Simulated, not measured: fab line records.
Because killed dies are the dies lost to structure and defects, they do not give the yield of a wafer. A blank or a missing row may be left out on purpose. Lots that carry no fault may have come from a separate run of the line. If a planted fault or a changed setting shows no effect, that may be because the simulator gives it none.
Split-lot experiment :: flow n5 finfet :: 21 wafers read across 4 lots, on a route 1938 steps long

## SPLIT DETAILS
At N5_MOL_CONTACT_COAG_EXPOSE_05 (exposes mask CA, defocus 0 nm), the setting dose mj was moved away from the recipe's 38.25 on 6 of the 21 wafers read, by -7.0% to +3.5%. For the rest of the wafers, this setting stayed at what the recipe calls for.

## FROM THE SPLIT TO THE READING: what the file shows between them, 2 steps
- N5_MOL_CONTACT_COAG_PEB_06: peb time 60 s
- N5_MOL_CONTACT_COAG_DEVELOP_07: develop time 30 s

## THE READING
cd nm (nm) at N5_MOL_CONTACT_COAG_CD_MEAS_08, where the cd target is 28 nm. A value of 27.95 nm with a standard deviation of 0.28 nm is what fault-free wafers of this fab line usually give.

wafer: L077.1
tool, chamber at the split: euv scanner-02, 0
dose mj as run: 38.25
against the recipe: recipe
cd nm, nm: 28.17
against lot-mates on the recipe: -

wafer: L077.2
tool, chamber at the split: euv scanner-02, 0
dose mj as run: 38.25
against the recipe: recipe
cd nm, nm: 28.09
against lot-mates on the recipe: -

wafer: L077.3
tool, chamber at the split: euv scanner-02, 0
dose mj as run: 38.25
against the recipe: recipe
cd nm, nm: 27.58
against lot-mates on the recipe: -

wafer: L077.4
tool, chamber at the split: euv scanner-02, 0
dose mj as run: 38.25
against the recipe: recipe
cd nm, nm: 27.67
against lot-mates on the recipe: -

wafer: L077.5
tool, chamber at the split: euv scanner-02, 0
dose mj as run: 38.25
against the recipe: recipe
cd nm, nm: 27.90
against lot-mates on the recipe: -

wafer: L077.6
tool, chamber at the split: euv scanner-02, 0
dose mj as run: 38.25
against the recipe: recipe
cd nm, nm: 27.89
against lot-mates on the recipe: -

wafer: L083.4
tool, chamber at the split: euv scanner-02, 0
dose mj as run: 38.25
against the recipe: recipe
cd nm, nm: 28.08
against lot-mates on the recipe: -

wafer: L083.5
tool, chamber at the split: euv scanner-02, 0
dose mj as run: 38.25
against the recipe: recipe
cd nm, nm: 28.45
against lot-mates on the recipe: -

wafer: L083.6
tool, chamber at the split: euv scanner-02, 0
dose mj as run: 38.25
against the recipe: recipe
cd nm, nm: 28.19
against lot-mates on the recipe: -

wafer: L084.1
tool, chamber at the split: euv scanner-02, 0
dose mj as run: 38.25
against the recipe: recipe
cd nm, nm: 27.71
against lot-mates on the recipe: -

wafer: L084.2
tool, chamber at the split: euv scanner-02, 0
dose mj as run: 39.6
against the recipe: +3.5%
cd nm, nm: 28.36
against lot-mates on the recipe: +0.69

wafer: L084.3
tool, chamber at the split: euv scanner-02, 0
dose mj as run: 39.6
against the recipe: +3.5%
cd nm, nm: 28.67
against lot-mates on the recipe: +1.00

wafer: L084.4
tool, chamber at the split: euv scanner-02, 0
dose mj as run: 39.6
against the recipe: +3.5%
cd nm, nm: 28.42
against lot-mates on the recipe: +0.75

wafer: L084.5
tool, chamber at the split: euv scanner-02, 0
dose mj as run: 38.25
against the recipe: recipe
cd nm, nm: 27.45
against lot-mates on the recipe: -

wafer: L084.6
tool, chamber at the split: euv scanner-02, 0
dose mj as run: 38.25
against the recipe: recipe
cd nm, nm: 27.86
against lot-mates on the recipe: -

wafer: L089.1
tool, chamber at the split: euv scanner-01, 0
dose mj as run: 35.59
against the recipe: -7.0%
cd nm, nm: 26.15
against lot-mates on the recipe: -1.73

wafer: L089.2
tool, chamber at the split: euv scanner-01, 0
dose mj as run: 38.25
against the recipe: recipe
cd nm, nm: 27.82
against lot-mates on the recipe: -

wafer: L089.3
tool, chamber at the split: euv scanner-01, 0
dose mj as run: 35.59
against the recipe: -7.0%
cd nm, nm: 25.81
against lot-mates on the recipe: -2.07

wafer: L089.4
tool, chamber at the split: euv scanner-01, 0
dose mj as run: 38.25
against the recipe: recipe
cd nm, nm: 27.79
against lot-mates on the recipe: -

wafer: L089.5
tool, chamber at the split: euv scanner-01, 0
dose mj as run: 38.25
against the recipe: recipe
cd nm, nm: 28.03
against lot-mates on the recipe: -

wafer: L089.6
tool, chamber at the split: euv scanner-01, 0
dose mj as run: 35.59
against the recipe: -7.0%
cd nm, nm: 26.28
against lot-mates on the recipe: -1.60

FIT RESULTS
A straight line over all 21 wafers: cd nm changes by +0.239 nm for each +1% of dose mj; r = +0.94; the points scatter about the line by 0.27 nm.
The same after taking each lot's own level away (the mean of its wafers on the recipe; 21 wafers): +0.252 nm for each +1%; r = +0.97; scatter 0.18 nm.
On that fit, the largest move of dose mj shifts the reading by 1.8 nm.
Across the lots, their own levels run from 27.673 to 28.240 nm, a range of 2.0 times the standard deviation given above.
Consequently the slope shifts little with the lot-to-lot level, the two slopes agreeing.
Check: -1.78 nm against its lot-mates is what the line predicts for one of the wafers moved furthest among these (-7.0%) when that wafer is left out of the fit. Against them it came out at -1.73 nm.

## THE OTHER SPLITS THESE WAFERS WENT THROUGH
Note: prior to the reading, these wafers also went through further splits. Each is held against what the fit with the lots' levels taken away leaves over:
other split on the same wafers: N5_ZERO_LAYER_EXPOSE_08 dose mj
wafers away from the commonest value: 6
r with cd nm (lot level and that fit taken away): -0.26

other split on the same wafers: N5_ZERO_LAYER_DEVELOP_10 develop time s
wafers away from the commonest value: 6
r with cd nm (lot level and that fit taken away): +0.05

other split on the same wafers: N5_ZERO_LAYER_DESCUM_16 time s
wafers away from the commonest value: 9
r with cd nm (lot level and that fit taken away): +0.18

other split on the same wafers: N5_SD_EPI_N_PEB_07 peb time s
wafers away from the commonest value: 6
r with cd nm (lot level and that fit taken away): -0.30

other split on the same wafers: N5_SDB_CUT_ETCH_26 icp w
wafers away from the commonest value: 6
r with cd nm (lot level and that fit taken away): -0.24

other split on the same wafers: N5_SDB_ALD_29 ald cycles
wafers away from the commonest value: 6
r with cd nm (lot level and that fit taken away): -0.54

other split on the same wafers: N5_GATE_CUT_ETCH_56 bias w
wafers away from the commonest value: 9
r with cd nm (lot level and that fit taken away): -0.28

## THE WHOLE CHAIN: every reading that the file lists as answering this split, in the file's order
step: N5_MOL_CONTACT_COAG_CD_MEAS_08
what it does: target cd 28 nm
reading: cd nm
change (the file's fit): +0.253 nm for each +1% of the setting
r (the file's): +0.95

step: N5_MOL_CONTACT_COAG_ETCH_59
what it does: etches underlayer in N2/H2, target depth 13 nm, time 10.4 s
reading: MOL_CONTACT_COAG.cd offset nm (the simulator's own value, which no gauge read)
change (the file's fit): +0.214 nm for each +1% of the setting
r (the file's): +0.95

step: N5_MOL_CONTACT_COAG_ETCH_105
what it does: etches SiARC in CF4, target depth 15.6 nm, time 26 s
reading: MOL_CONTACT_COAG.cd offset nm (the simulator's own value, which no gauge read)
change (the file's fit): +0.241 nm for each +1% of the setting
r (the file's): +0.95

step: N5_MOL_CONTACT_COAG_ETCH_110
what it does: etches Si in CF4/O2, target depth 2.5 nm, time 8 s
reading: MOL_CONTACT_COAG.cd offset nm (the simulator's own value, which no gauge read)
change (the file's fit): +0.198 nm for each +1% of the setting
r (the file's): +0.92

## FILE'S OWN FIT
cd nm changes by +0.253 nm for each +1% of dose mj, r = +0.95.
